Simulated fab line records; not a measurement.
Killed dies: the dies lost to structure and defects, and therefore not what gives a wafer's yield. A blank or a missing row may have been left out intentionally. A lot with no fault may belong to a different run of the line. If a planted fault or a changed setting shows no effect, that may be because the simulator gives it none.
fab line records -- flow nandHarc
record lots=10, wafers=28, lastDay=34
route steps=1302 shown A_CONTACT@1056 END@1302
lots with no fault: from the same line, run without faults
startH: hours from the record's first day to the start of the lot's first wafer shown -- waitH: how many hours have passed since the lot's step before this one -- " same as the row above -- L1.1+2: several wafers, shown together as one row -- - no value present, or no start provided -- * or withheld: withheld -- < > ~ a bound
route shown NAME@n: names a module that has steps shown in the file, with the first one's number in the route -- usual: mean/standard deviation taken from wafers without a fault -- same: alike in all rows -- chamber/n: place in a boat -- sites: each site's reading -- _std_site: standard deviation of those values -- _edge_site: mean of outer sites minus mean of inner sites -- radiusMm: for every site, how far away it sits from the centre of the wafer -- mask NAME#n: copy n -- behind: the most recent tool/chamber to have shaped the wafer -- hold: cause of the lot's hold/its duration in hours/its outcome -- device: whichever transistor did not switch (one of n, p or np) -- end of line: tests run on the same wafers once the route is complete -- step lacking rows: just its recipe -- killed: dies that structure and defects cost at the first sort, which is not the same as the wafer's yield -- map: per-die view of a wafer (x killed, . not killed, _ where there is no die)
set.NAME: the run value of the setting; set.NAME@STEP: its run value at that earlier step -- model.NAME: the simulator's own value behind a step, which no gauge read
steps of the route over a sample of lots; a table a step, a row a wafer
services: a tool's chamber out of use, with start hour (startH, from the record's first day; less than 0 if before it), hours out, and reason
## steps
# step NHARC_A_CONTACT_ETCH_133
# recipe sourceW=withheld, pressureMtorr=20, biasV=400, timeS=374, targetDepthA=16100, arFlowSccm=withheld, c4f8FlowSccm=11.5, o2FlowSccm=7.2, chemistry=C4F8/O2/Ar
lot.wafer,tool,chamber,startH,waitH,rfHoursCounterH
L597.2,harCapEtch-01,1,533.34,0.1,6
L597.4,harCapEtch-01,1,533.34,0.1,-
L597.6,harCapEtch-01,1,533.34,0.1,-
L599.1,harCapEtch-02,0,564.87,0.1,93
L599.2,harCapEtch-02,1,564.87,0.1,93
L599.6,harCapEtch-02,1,564.87,0.1,-
L601.4,harCapEtch-02,1,583.48,0.2,-
L601.6,harCapEtch-02,1,583.48,0.2,-
L601.5,harCapEtch-02,0,583.48,0.2,-
L600.1,harCapEtch-01,1,584.28,0.2,15
L600.3,harCapEtch-01,0,584.28,0.2,-
L600.4,harCapEtch-01,1,584.28,0.2,-
L602.6,harCapEtch-02,0,596.53,0.3,-
L602.5,harCapEtch-02,1,596.53,0.3,-
L603.6,harCapEtch-02,0,605.41,0.3,-
L603.5,harCapEtch-02,1,605.41,0.3,-
L611.2,harCapEtch-02,1,692.08,0.2,116
L611.1,harCapEtch-02,0,692.08,0.2,116
L611.4,harCapEtch-02,1,692.08,0.2,-
L613.1,harCapEtch-03,0,694.12,0.1,82
L613.3,harCapEtch-03,0,694.12,0.1,-
L613.4,harCapEtch-03,1,694.12,0.1,-
L614.4,harCapEtch-02,1,720.16,0.2,-
L614.5,harCapEtch-02,1,720.16,0.2,-
L614.6,harCapEtch-02,0,720.16,0.2,-
L616.2,harCapEtch-01,0,746.70,0.2,43
L616.4,harCapEtch-01,0,746.70,0.2,-
L616.6,harCapEtch-01,0,746.70,0.2,-
# step NHARC_A_CONTACT_ETCH_97
# recipe targetDepthA=200, overEtchFrac=0.5, timeS=10, ionEnergyEv=250, c4f6FlowSccm=25, o2FlowSccm=20, arFlowSccm=500, rfW=600, biasW=500, chemistry=C4F6/O2
# usual c4f6FlowSccm=25.00/0.078, drypumpMotorCurrentA=5.7/0.45, oesProductAu=0.954/0.023, rfFwdPowerW=586.8/2.5, rfVppV=546/4, showerheadPlenumPTorr=3.89/0.18, throttleValvePct=26.903/0.01
lot.wafer,tool,chamber,startH,waitH,c4f6FlowSccm,drypumpMotorCurrentA,oesProductAu,rfFwdPowerW,rfHoursCounterH,rfVppV,showerheadPlenumPTorr,throttleValvePct
L597.4,rieDiel-05,3,-,-,25.06,5.3,0.994,593.0,41,544,3.75,26.904
L597.2,rieDiel-05,0,-,-,24.88,5.4,1.020,584.9,45,547,3.96,26.905
L597.6,rieDiel-05,1,-,-,24.93,5.3,0.981,587.0,-,544,3.74,26.911
L599.1,rieDiel-05,0,-,-,25.08,5.4,0.971,585.3,53,548,3.95,26.904
L599.2,rieDiel-05,1,-,-,24.98,5.3,0.937,584.5,52,544,3.74,26.890
L599.6,rieDiel-05,0,-,-,25.07,5.4,0.964,586.2,-,547,3.95,26.914
L601.4,rieDiel-02,3,-,-,24.94,6.1,1.010,585.5,1,554,4.21,26.897
L601.6,rieDiel-02,0,-,-,24.87,5.2,0.988,588.5,-,546,3.88,26.900
L601.5,rieDiel-02,1,-,-,25.15,5.3,0.989,593.7,-,542,3.68,26.926
L600.3,rieDiel-02,0,-,-,25.09,5.2,0.932,582.5,1,545,3.88,26.901
L600.1,rieDiel-02,1,-,-,24.99,5.3,0.930,589.9,1,541,3.68,26.895
L600.4,rieDiel-02,3,-,-,24.88,6.1,0.949,585.6,1,554,4.21,26.905
L602.5,rieDiel-05,1,-,-,25.07,5.3,1.008,584.5,-,543,3.73,26.921
L602.6,rieDiel-05,2,-,-,24.90,6.7,1.003,585.5,-,543,3.84,26.896
L603.5,rieDiel-02,2,-,-,25.05,5.8,0.953,585.0,-,545,3.82,26.914
L603.6,rieDiel-02,3,-,-,24.90,6.1,0.937,585.0,-,555,4.21,26.909
L611.1,rieDiel-02,3,-,-,25.11,6.1,0.968,588.5,21,553,4.20,26.902
L611.2,rieDiel-02,0,-,-,24.97,5.2,0.948,588.2,22,546,3.87,26.912
L611.4,rieDiel-02,2,-,-,25.07,5.8,0.978,587.1,24,546,3.81,26.890
L613.4,rieDiel-02,1,-,-,24.92,5.3,0.951,594.0,25,541,3.67,26.891
L613.1,rieDiel-02,2,-,-,25.03,5.8,0.959,584.8,24,544,3.80,26.922
L613.3,rieDiel-02,3,-,-,25.03,6.1,0.950,587.6,21,552,4.20,26.906
L614.4,rieDiel-09,2,-,-,25.01,6.1,0.935,587.2,12,551,4.11,26.910
L614.5,rieDiel-09,2,-,-,25.14,6.1,0.926,586.4,-,551,4.11,26.898
L614.6,rieDiel-09,3,-,-,25.00,5.8,0.940,586.0,-,548,3.89,26.901
L616.2,rieDiel-02,3,-,-,24.95,6.1,0.942,584.3,27,552,4.19,26.911
L616.4,rieDiel-02,1,-,-,25.10,5.3,0.932,589.5,31,541,3.67,26.910
L616.6,rieDiel-02,0,-,-,24.97,5.2,0.943,586.8,-,547,3.87,26.911
# step NHARC_A_CONTACT_DESCUM_13
# recipe timeS=3, o2FlowSccm=200, arFlowSccm=0, biasPowerW=0, chemistry=O2
# usual drypumpMotorCurrentA=5.7/0.46, oesProductAu=0.998/0.012, rfVppV=57.7/0.93, showerheadPlenumPTorr=1.89/0.095, throttleValvePct=11.312/0.0096
lot.wafer,tool,chamber,startH,waitH,hold,drypumpMotorCurrentA,oesProductAu,rfHoursCounterH,rfVppV,showerheadPlenumPTorr,throttleValvePct
L597.4,rieDiel-05,2,538.98,0.1,-,6.7,1.014,36,58.1,1.87,11.320
L597.2,rieDiel-05,1,538.98,0.1,-,5.3,0.982,43,57.8,1.82,11.313
L597.6,rieDiel-05,3,538.98,0.1,-,5.2,0.981,-,57.6,1.82,11.312
L599.1,rieDiel-05,2,571.61,0.1,-,6.7,1.020,46,57.0,1.87,11.328
L599.2,rieDiel-05,3,571.61,0.1,-,5.3,1.011,49,58.3,1.82,11.287
L599.6,rieDiel-05,2,571.61,0.1,-,6.8,1.013,-,59.0,1.87,11.313
L601.4,rieDiel-09,1,587.82,0.1,-,6.2,0.977,34,57.9,2.01,11.311
L601.5,rieDiel-09,0,587.82,0.1,-,6.0,1.008,-,57.2,1.80,11.313
L601.6,rieDiel-09,1,587.82,0.1,-,6.2,0.993,-,59.2,2.01,11.311
L600.4,rieDiel-02,2,589.39,0.1,-,5.8,1.005,1,57.6,1.86,11.314
L600.1,rieDiel-02,0,589.39,0.1,-,5.2,0.977,1,57.4,1.89,11.319
L600.3,rieDiel-02,1,589.39,0.1,-,5.3,0.992,2,56.5,1.79,11.301
L602.5,rieDiel-02,0,604.90,3.9,awaitDispo/3.5h/release,5.2,0.968,-,57.1,1.89,11.304
L602.6,rieDiel-02,1,604.90,3.9,awaitDispo/3.5h/release,5.3,0.974,-,57.1,1.78,11.316
L603.6,rieDiel-02,1,616.80,6.8,awaitDispo/6.8h/release,5.3,0.993,-,56.3,1.78,11.333
L603.5,rieDiel-02,2,616.80,6.8,awaitDispo/6.8h/release,5.8,1.004,-,56.5,1.86,11.326
L611.4,rieDiel-02,3,696.70,0.1,-,6.1,1.002,21,57.5,2.06,11.319
L611.2,rieDiel-02,0,696.70,0.1,-,5.2,0.996,22,57.9,1.88,11.320
L611.1,rieDiel-02,1,696.70,0.1,-,5.3,1.003,25,58.4,1.78,11.312
L613.1,rieDiel-02,0,698.75,0.1,-,5.2,0.984,22,57.5,1.88,11.319
L613.4,rieDiel-02,2,698.75,0.1,-,5.8,1.018,25,57.8,1.85,11.286
L613.3,rieDiel-02,3,698.75,0.1,-,6.1,1.006,22,58.0,2.06,11.291
L614.4,rieDiel-02,2,725.58,0.1,-,5.8,1.016,29,57.9,1.85,11.313
L614.5,rieDiel-02,1,725.58,0.1,-,5.3,0.993,-,57.1,1.78,11.310
L614.6,rieDiel-02,2,725.58,0.1,-,5.8,1.019,-,58.4,1.85,11.321
L616.4,rieDiel-05,2,753.66,0.9,-,6.7,1.000,56,57.0,1.85,11.323
L616.2,rieDiel-05,0,753.66,0.9,-,5.4,1.009,43,58.4,1.91,11.310
L616.6,rieDiel-05,3,753.66,0.9,-,5.2,0.997,-,58.4,1.80,11.306
# step NHARC_A_CONTACT_ETCH_88
# recipe targetDepthA=390, overEtchFrac=0.3, timeS=65, ionEnergyEv=80, cf4FlowSccm=150, arFlowSccm=0, rfW=300, biasW=100, chemistry=CF4
# usual drypumpMotorCurrentA=5.7/0.45, oesProductAu=0.996/0.012, rfFwdPowerW=297.4/1.1, rfVppV=151.0/1.3, showerheadPlenumPTorr=1.75/0.082, throttleValvePct=13.285/0.0087
lot.wafer,tool,chamber,startH,waitH,drypumpMotorCurrentA,oesProductAu,rfFwdPowerW,rfHoursCounterH,rfVppV,showerheadPlenumPTorr,throttleValvePct
L597.4,rieDiel-05,0,539.07,0.1,5.4,1.006,296.0,46,151.5,1.78,13.279
L597.2,rieDiel-05,1,539.07,0.1,5.3,0.974,297.8,43,150.8,1.68,13.294
L597.6,rieDiel-05,3,539.07,0.1,5.3,0.983,300.3,-,150.8,1.69,13.278
L599.2,rieDiel-05,0,571.73,0.1,5.4,1.008,296.9,54,149.8,1.78,13.286
L599.1,rieDiel-05,1,571.73,0.1,5.3,0.985,295.2,53,150.6,1.68,13.308
L599.6,rieDiel-05,2,571.73,0.1,6.7,1.008,297.3,-,150.1,1.73,13.270
L601.4,rieDiel-09,2,587.90,0.1,6.1,0.988,296.3,34,152.7,1.87,13.256
L601.6,rieDiel-09,2,587.90,0.1,6.1,0.986,296.6,-,153.9,1.87,13.288
L601.5,rieDiel-09,3,587.90,0.1,5.8,0.980,296.7,-,150.7,1.77,13.277
L600.1,rieDiel-02,3,589.48,0.1,6.1,0.996,297.5,1,152.1,1.90,13.293
L600.3,rieDiel-02,0,589.48,0.1,5.2,0.990,296.7,1,150.7,1.75,13.299
L600.4,rieDiel-02,2,589.48,0.1,5.8,1.005,297.3,2,151.8,1.72,13.269
L602.6,rieDiel-02,0,605.13,0.2,5.2,0.979,297.4,-,151.7,1.75,13.277
L602.5,rieDiel-02,1,605.13,0.2,5.3,0.980,298.0,-,149.3,1.66,13.297
L603.6,rieDiel-02,2,616.88,0.1,5.8,1.005,298.0,-,150.7,1.72,13.274
L603.5,rieDiel-02,3,616.88,0.1,6.1,0.984,297.7,-,154.4,1.90,13.267
L611.2,rieDiel-02,0,696.78,0.1,5.2,0.998,298.2,22,151.1,1.74,13.293
L611.1,rieDiel-02,1,696.78,0.1,5.3,0.989,299.2,25,149.9,1.65,13.274
L611.4,rieDiel-02,2,696.78,0.1,5.8,1.022,299.3,25,150.7,1.71,13.289
L613.3,rieDiel-02,1,698.84,0.1,5.3,0.989,297.6,26,149.7,1.65,13.289
L613.4,rieDiel-02,2,698.84,0.1,5.8,1.004,297.6,25,152.7,1.71,13.277
L613.1,rieDiel-02,0,698.84,0.1,5.2,0.986,297.6,22,150.4,1.74,13.282
L614.4,rieDiel-02,3,725.67,0.1,6.1,0.995,297.9,25,154.6,1.89,13.281
L614.5,rieDiel-02,1,725.67,0.1,5.3,0.991,298.9,-,149.8,1.65,13.269
L614.6,rieDiel-02,2,725.67,0.1,5.8,1.008,296.7,-,150.5,1.71,13.286
L616.2,rieDiel-05,2,753.75,0.1,6.8,0.996,295.9,56,151.7,1.72,13.283
L616.4,rieDiel-05,1,753.75,0.1,5.3,1.007,298.5,58,149.8,1.66,13.285
L616.6,rieDiel-05,2,753.75,0.1,6.8,0.994,295.3,-,150.2,1.72,13.277
# step NHARC_A_CONTACT_ETCH_89
# recipe targetDepthA=2600, overEtchFrac=0.3, timeS=475.3, ionEnergyEv=200, n2FlowSccm=150, h2FlowSccm=150, arFlowSccm=0, rfW=400, biasW=150, chemistry=N2/H2
# usual drypumpMotorCurrentA=5.7/0.45, oesProductAu=0.998/0.013, rfFwdPowerW=399.3/1.2, rfVppV=430.2/3, showerheadPlenumPTorr=2.02/0.11, throttleValvePct=14.170/0.0088
lot.wafer,tool,chamber,startH,waitH,drypumpMotorCurrentA,oesProductAu,rfFwdPowerW,rfHoursCounterH,rfVppV,showerheadPlenumPTorr,throttleValvePct
L597.4,rieDiel-05,1,-,-,5.3,0.984,400.4,43,428.0,1.93,14.175
L597.2,rieDiel-05,2,-,-,6.7,1.021,399.4,36,430.8,2.00,14.160
L597.6,rieDiel-05,2,-,-,6.7,1.019,399.7,-,429.2,2.00,14.174
L599.2,rieDiel-05,2,-,-,6.7,1.020,400.2,46,430.4,1.99,14.165
L599.1,rieDiel-05,3,-,-,5.3,1.003,398.3,49,428.5,1.94,14.171
L599.6,rieDiel-05,1,-,-,5.3,0.988,400.2,-,428.2,1.93,14.169
L601.4,rieDiel-09,3,-,-,5.8,0.977,398.7,31,430.3,2.04,14.179
L601.5,rieDiel-09,0,-,-,6.0,1.024,399.6,-,427.4,1.92,14.161
L601.6,rieDiel-09,1,-,-,6.2,1.005,398.6,-,433.2,2.14,14.159
L600.1,rieDiel-02,0,-,-,5.2,0.974,399.6,1,430.3,2.02,14.180
L600.4,rieDiel-02,2,-,-,5.8,1.010,400.5,2,427.7,1.98,14.161
L600.3,rieDiel-02,3,-,-,6.1,0.990,398.9,1,436.3,2.21,14.164
L602.6,rieDiel-02,2,-,-,5.8,1.010,397.8,-,428.9,1.98,14.170
L602.5,rieDiel-02,3,-,-,6.0,0.975,399.3,-,434.6,2.21,14.174
L603.6,rieDiel-02,0,-,-,5.2,0.979,400.1,-,431.0,2.01,14.184
L603.5,rieDiel-02,1,-,-,5.3,0.998,398.7,-,426.7,1.90,14.166
L611.2,rieDiel-02,3,-,-,6.1,0.993,396.4,21,435.5,2.20,14.164
L611.4,rieDiel-02,0,-,-,5.2,0.990,400.0,22,431.4,2.01,14.156
L611.1,rieDiel-02,1,-,-,5.3,0.995,400.6,25,427.3,1.89,14.184
L613.4,rieDiel-02,3,-,-,6.1,1.006,400.2,22,434.6,2.20,14.164
L613.3,rieDiel-02,0,-,-,5.2,1.004,400.2,22,430.3,2.01,14.167
L613.1,rieDiel-02,1,-,-,5.3,0.994,401.7,26,426.9,1.89,14.171
L614.4,rieDiel-02,2,-,-,5.9,1.018,398.9,29,428.0,1.97,14.160
L614.5,rieDiel-02,0,-,-,5.2,0.995,399.3,-,429.9,2.01,14.174
L614.6,rieDiel-02,1,-,-,5.3,1.000,400.2,-,427.0,1.89,14.165
L616.4,rieDiel-05,0,-,-,5.4,1.005,398.9,43,431.6,2.04,14.161
L616.2,rieDiel-05,3,-,-,5.3,1.000,399.0,57,427.6,1.91,14.172
L616.6,rieDiel-05,1,-,-,5.2,1.007,399.6,-,426.3,1.91,14.166
# step NHARC_END_SORT_01
# recipe tempC=25
# usual killedAtArray=59/16, killedAtOther=0.7/1.1, killedAtPeriphery=4/3, killedDies=64/16, killedOpen=3.4/1.8, killedShort=2.6/1.7
# same grossDies=677
lot.wafer,tool,chamber,startH,waitH,killedAtArray,killedAtOther,killedAtPeriphery,killedDies,killedOpen,killedShort
L599.1,prober-02,0,623.70,2.5,66,0,5,71,1,3
L599.2,prober-02,0,624.51,2.8,64,1,3,68,7,1
L599.6,prober-02,0,627.71,4.0,66,3,5,74,6,1
L600.1,prober-01,0,638.96,2.4,67,3,11,81,3,2
L600.3,prober-01,0,640.58,3.1,72,3,7,82,2,6
L600.4,prober-01,0,641.39,3.4,81,0,9,90,4,5
L601.4,prober-02,0,641.44,3.4,33,0,14,47,5,3
L601.5,prober-02,0,642.24,3.7,24,1,8,33,1,0
L601.6,prober-02,0,643.04,4.0,34,0,8,42,2,3
L602.5,prober-01,0,663.94,3.7,142,0,2,144,1,1
L602.6,prober-01,0,664.73,3.9,66,0,2,68,1,4
L603.5,prober-02,0,691.27,3.7,175,2,7,184,4,1
L603.6,prober-02,0,692.07,4.0,70,2,6,78,4,5
L611.1,prober-01,0,746.39,2.5,77,1,3,81,3,3
L611.2,prober-01,0,747.19,2.8,73,1,5,79,6,2
L611.4,prober-01,0,748.79,3.4,79,1,1,81,2,2
# killed by level:class
L599.1 A_CHANNEL_HOLE_D1:chamberFilmFlake=31 A_CHANNEL_HOLE_D2:chamberFilmFlake=16 A_STAIRCASE:chamberFilmFlake=5 A_SGD_CUT:chamberFilmFlake=4 A_WL_FILL:chamberFilmFlake=3 A_CONTACT:chamberFilmFlake=3 P_GATE:chamberFilmFlake=2 P_M0:geometricParticle:open=1
L599.2 A_CHANNEL_HOLE_D1:chamberFilmFlake=37 A_CHANNEL_HOLE_D2:chamberFilmFlake=9 A_STAIRCASE:chamberFilmFlake=5 A_M0:geometricParticle:open=2 P_ZERO_WELL:chamberFilmFlake=2 A_SGD_CUT:chamberFilmFlake=2 A_CONTACT:chamberFilmFlake=2 A_ONON_D1:geometricParticle:open=1
L599.6 A_CHANNEL_HOLE_D1:chamberFilmFlake=32 A_CHANNEL_HOLE_D2:chamberFilmFlake=18 A_STAIRCASE:chamberFilmFlake=5 P_ZERO_WELL:chamberFilmFlake=2 P_GATE:chamberFilmFlake=2 A_SGD_CUT:chamberFilmFlake=2 A_CONTACT:chamberFilmFlake=2 HYBRID_BOND:chamberFilmFlake=2
L600.1 A_CHANNEL_HOLE_D1:chamberFilmFlake=36 A_CHANNEL_HOLE_D2:chamberFilmFlake=10 A_CONTACT:chamberFilmFlake=9 A_WL_FILL:chamberFilmFlake=5 P_STI:chamberFilmFlake=4 P_M2:chamberFilmFlake=4 A_STAIRCASE:chamberFilmFlake=3 THIN_TSV:chamberFilmFlake=2
L600.3 A_CHANNEL_HOLE_D1:chamberFilmFlake=34 A_CONTACT:chamberFilmFlake=12 A_CHANNEL_HOLE_D2:chamberFilmFlake=9 A_STAIRCASE:chamberFilmFlake=5 P_STI:chamberFilmFlake=3 P_M2:chamberFilmFlake=3 THIN_TSV:chamberFilmFlake=3 A_WL_FILL:chamberFilmFlake=2
L600.4 A_CHANNEL_HOLE_D1:chamberFilmFlake=32 A_CHANNEL_HOLE_D2:chamberFilmFlake=13 A_CONTACT:chamberFilmFlake=12 A_WL_FILL:chamberFilmFlake=7 P_M2:chamberFilmFlake=6 A_STAIRCASE:chamberFilmFlake=4 A_WL_FILL:geometricParticle:open=2 A_DECK1_JOINT:chamberFilmFlake=2
L601.4 P_GATE:chamberFilmFlake=9 A_CHANNEL_HOLE_D2:chamberFilmFlake=9 A_CHANNEL_HOLE_D1:chamberFilmFlake=5 A_CONTACT:chamberFilmFlake=5 A_STAIRCASE:chamberFilmFlake=3 A_M0:geometricParticle:open=2 P_STI:chamberFilmFlake=2 A_ZERO_WELL:chamberFilmFlake=2
L601.5 A_CHANNEL_HOLE_D2:chamberFilmFlake=8 P_GATE:chamberFilmFlake=5 A_CONTACT:chamberFilmFlake=5 A_STAIRCASE:chamberFilmFlake=3 P_ZERO_WELL:chamberFilmFlake=2 A_CHANNEL_HOLE_D1:chamberFilmFlake=2 A_SLIT:chamberFilmFlake=2 A_ONON_D2:geometricParticle:open=1
L601.6 A_CONTACT:chamberFilmFlake=12 A_CHANNEL_HOLE_D1:chamberFilmFlake=5 A_CHANNEL_HOLE_D2:chamberFilmFlake=5 P_GATE:chamberFilmFlake=4 A_DECK1_JOINT:chamberFilmFlake=3 A_STAIRCASE:chamberFilmFlake=3 P_ZERO_WELL:chamberFilmFlake=2 A_ONON_D1:geometricParticle:short=1
L602.5 A_CONTACT:unspecified=91 A_CHANNEL_HOLE_D1:chamberFilmFlake=23 A_CHANNEL_HOLE_D2:chamberFilmFlake=17 A_SLIT:chamberFilmFlake=3 A_STAIRCASE:chamberFilmFlake=2 A_CONTACT:chamberFilmFlake=2 A_CHANNEL_HOLE_D2:geometricParticle:short=1 A_SGD_CUT:geometricParticle:open=1
L602.6 A_CHANNEL_HOLE_D1:chamberFilmFlake=36 A_CHANNEL_HOLE_D2:chamberFilmFlake=15 A_CONTACT:chamberFilmFlake=3 P_M2:chamberFilmFlake=2 A_STAIRCASE:chamberFilmFlake=2 A_SOURCE_PLATE:geometricParticle:short=1 A_CHANNEL_FILL_D1:geometricParticle:open=1 A_DECK1_JOINT:geometricParticle:short=1
L603.5 A_CONTACT:unspecified=93 A_CHANNEL_HOLE_D1:chamberFilmFlake=36 A_SLIT:chamberFilmFlake=30 A_STAIRCASE:chamberFilmFlake=6 P_GATE:chamberFilmFlake=2 A_CHANNEL_FILL_D1:chamberFilmFlake=2 A_CHANNEL_FILL_D2:chamberFilmFlake=2 A_CONTACT:chamberFilmFlake=2
L603.6 A_CHANNEL_HOLE_D1:chamberFilmFlake=33 A_SLIT:chamberFilmFlake=20 A_CONTACT:chamberFilmFlake=6 A_STAIRCASE:chamberFilmFlake=4 P_M0:geometricParticle:short=2 A_CHANNEL_HOLE_D2:unspecified=2 THIN_TSV:chamberFilmFlake=2 P_STI:geometricParticle:open=1
L611.1 A_SLIT:chamberFilmFlake=34 A_CHANNEL_HOLE_D1:chamberFilmFlake=30 A_CONTACT:chamberFilmFlake=5 P_M0:geometricParticle:open=1 P_M2:geometricParticle:short=1 A_CHANNEL_HOLE_D1:geometricParticle:short=1 A_DECK1_JOINT:geometricParticle:open=1 A_DECK1_JOINT:geometricParticle:short=1
L611.2 A_CHANNEL_HOLE_D1:chamberFilmFlake=37 A_SLIT:chamberFilmFlake=19 A_CONTACT:chamberFilmFlake=8 A_ZERO_WELL:chamberFilmFlake=3 P_STI:geometricParticle:open=1 P_CONTACT:geometricParticle:short=1 P_CONTACT:geometricParticle:open=1 A_DECK1_JOINT:geometricParticle:open=1
L611.4 A_CHANNEL_HOLE_D1:chamberFilmFlake=38 A_SLIT:chamberFilmFlake=23 A_CONTACT:chamberFilmFlake=9 A_STAIRCASE:chamberFilmFlake=3 P_CONTACT:geometricParticle:open=1 A_ONON_D1:geometricParticle:short=1 A_DECK1_JOINT:geometricParticle:open=1 A_DECK1_JOINT:geometricParticle:short=1
## services
tool,chamber,startH,hours,kind
rieDiel-02,0,517.66,3.6,repair
rieDiel-02,0,525.75,-,clean
rieDiel-02,1,525.75,-,clean
rieDiel-02,2,525.75,-,clean
rieDiel-02,3,525.75,-,clean
rieDiel-05,1,526.54,6.4,repair
rieDiel-05,-,541.85,0.6,repair
rieDiel-09,3,542.58,2.1,repair
rieDiel-05,-,544.38,0.7,repair
rieDiel-02,0,550.25,-,clean
rieDiel-02,1,550.25,-,clean
rieDiel-02,2,550.25,-,clean
rieDiel-02,-,571.37,9.0,pm
rieDiel-05,-,583.60,9.0,pm
rieDiel-05,0,598.63,27.0,repair
rieDiel-05,2,644.10,1.8,repair
rieDiel-02,0,649.90,1.2,repair
rieDiel-09,-,674.58,9.0,pm
rieDiel-09,1,695.15,10.3,repair
rieDiel-09,1,709.40,5.7,repair
rieDiel-05,3,719.40,16.5,repair
rieDiel-02,-,748.39,9.0,pm
harCapEtch-03,-,753.01,0.4,repair
harCapEtch-02,-,754.00,17.0,pm
## key
firstSign step=NHARC_END_SORT_01, reading=killedDies, direction=up, sigmas=6.1, usual=64, struck=164
effect step=NHARC_END_SORT_01, reading=killedAtArray, direction=up, sigmas=6, usual=59, struck=158
moreKillsBornAt NHARC_A_CONTACT_ETCH_133@harCapEtch-02=179
metAt NHARC_A_CONTACT_ETCH_133
struckLots L602,L603
struckWafers L602.5,L603.5
testerLeftOut L602,L603
notActingAt NHARC_A_CONTACT_ETCH_97,NHARC_A_CONTACT_ETCH_88,NHARC_A_CONTACT_ETCH_89
onsetBetween 583.48 596.53
fault kind=chamberParticleSource, tool=harCapEtch-02, chamber=1, onsetH=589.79, steps=NHARC_A_CONTACT_ETCH_133, ratePerVisitCm2=1.4199, endH=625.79
# testerLeftOut: of these lots the tester's yield and bins aren't shown, on N5 and GAA mostly nor the transistor test; their killed dies are dies lost to structure and defects alone, not to doping, threshold or leakage, so they don't give the yield
